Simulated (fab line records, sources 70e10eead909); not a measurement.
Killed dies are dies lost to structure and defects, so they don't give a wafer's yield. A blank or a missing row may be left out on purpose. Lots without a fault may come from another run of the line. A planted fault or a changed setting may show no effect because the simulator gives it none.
Which tool did it? | flow nand_harc | 13 lots, 39 wafers sampled, at 2 steps of a route of 1302

WHAT THE GAUGES READ, wafer by wafer
NHARC_A_SLIT_OVL_MEAS_10. Usual: overlay_x_nm 0.0 nm, standard deviation 0.74; overlay_y_nm 0.0 nm, standard deviation 0.86.
lot  | measured     | on         | overlay_x_nm (nm) | overlay_y_nm (nm) | flag
L786 | day 20 05:37 | overlay-01 | 0.9 0.9 0.3       | 0.5 -0.1 0.3      |
L789 | day 21 03:37 | overlay-02 | 0.9 0.6 0.9       | 1.7 1.7 1.7       |
L790 | day 21 03:46 | overlay-01 | 1.0 0.0 0.1       | 0.9 1.1 1.1       |
L794 | day 22 23:28 | overlay-02 | -0.2 -0.4 -0.3    | -1.0 -0.7 -1.2    |
L795 | day 23 08:48 | overlay-02 | -0.8 -0.8 -0.6    | -0.4 -0.1 -0.4    |
L796 | day 24 05:47 | overlay-01 | -0.6 -0.4 -0.5    | -0.9 -0.3 -0.9    |
L797 | day 24 10:16 | overlay-02 | -0.2 -0.9 0.0     | -0.5 -0.5 -0.6    |
L798 | day 24 19:14 | overlay-02 | -0.3 -0.6 -0.1    | -0.4 0.1 0.2      |
L799 | day 25 01:03 | overlay-01 | 0.1 0.6 0.1       | 1.3 1.2 1.6       |
L800 | day 25 12:15 | overlay-02 | -0.1 0.2 -0.1     | -0.5 -0.6 -0.5    |
L803 | day 26 21:10 | overlay-01 | -1.0 0.0 -0.4     | -1.1 -0.7 -0.5    |
L806 | day 28 03:48 | overlay-01 | 0.9 0.9 1.0       | -1.5 -1.3 -0.8    |
L807 | day 28 21:51 | overlay-01 | 0.8 0.6 0.8       | 0.5 0.1 0.1       |

NHARC_A_SLIT_INSPECT_11. Usual: raw_defect_count 59, standard deviation 30.
lot  | measured     | on                | raw_defect_count | flag
L786 | day 20 05:38 | defect_inspect-02 | 123 125 125      |
L789 | day 21 03:39 | defect_inspect-01 | 71 79 61         |
L790 | day 21 03:48 | defect_inspect-02 | 22 25 20         |
L794 | day 22 23:29 | defect_inspect-02 | 73 71 73         |
L795 | day 23 08:50 | defect_inspect-01 | 28 34 35         |
L796 | day 24 05:49 | defect_inspect-02 | 66 59 66         |
L797 | day 24 10:18 | defect_inspect-02 | 45 33 34         |
L798 | day 24 19:17 | defect_inspect-02 | 17 16 15         |
L799 | day 25 01:05 | defect_inspect-02 | 47 46 51         |
L800 | day 25 12:17 | defect_inspect-02 | 135 85 99        |
L803 | day 26 21:11 | defect_inspect-02 | 70 70 71         |
L806 | day 28 03:50 | defect_inspect-02 | 30 28 22         |
L807 | day 28 21:54 | defect_inspect-02 | 82 77 68         |

WHICH TOOL RAN EACH LOT (tool, then ch and the chambers of the sampled wafers, then the start)
The record holds no process step before these readings.

WHAT THE TOOLS THEMSELVES READ (means of the sampled wafers that have a number; where no wafer has one, the mark that the record gives instead)
The record holds no such reading with a usual standard deviation.

THE ANSWER, worked out from the rows above alone
Rule: a lot is off if the mean of its wafers that have a number lies more than 3 standard deviations from the usual mean. A lot without any number at a reading at which 4 lots or more have one is off too. The other lots that the step has rows for count as sound. The gauges are gone through in route order, then the tools' own readings, and for those a lot's mean is taken as printed above. The first step at which some lot is off is used, and at that step the reading that is off furthest; a lot without a number counts as furthest.
No lot is off at any reading shown: from this, nothing can be told.

WHAT THE SIMULATOR HAD PUT IN
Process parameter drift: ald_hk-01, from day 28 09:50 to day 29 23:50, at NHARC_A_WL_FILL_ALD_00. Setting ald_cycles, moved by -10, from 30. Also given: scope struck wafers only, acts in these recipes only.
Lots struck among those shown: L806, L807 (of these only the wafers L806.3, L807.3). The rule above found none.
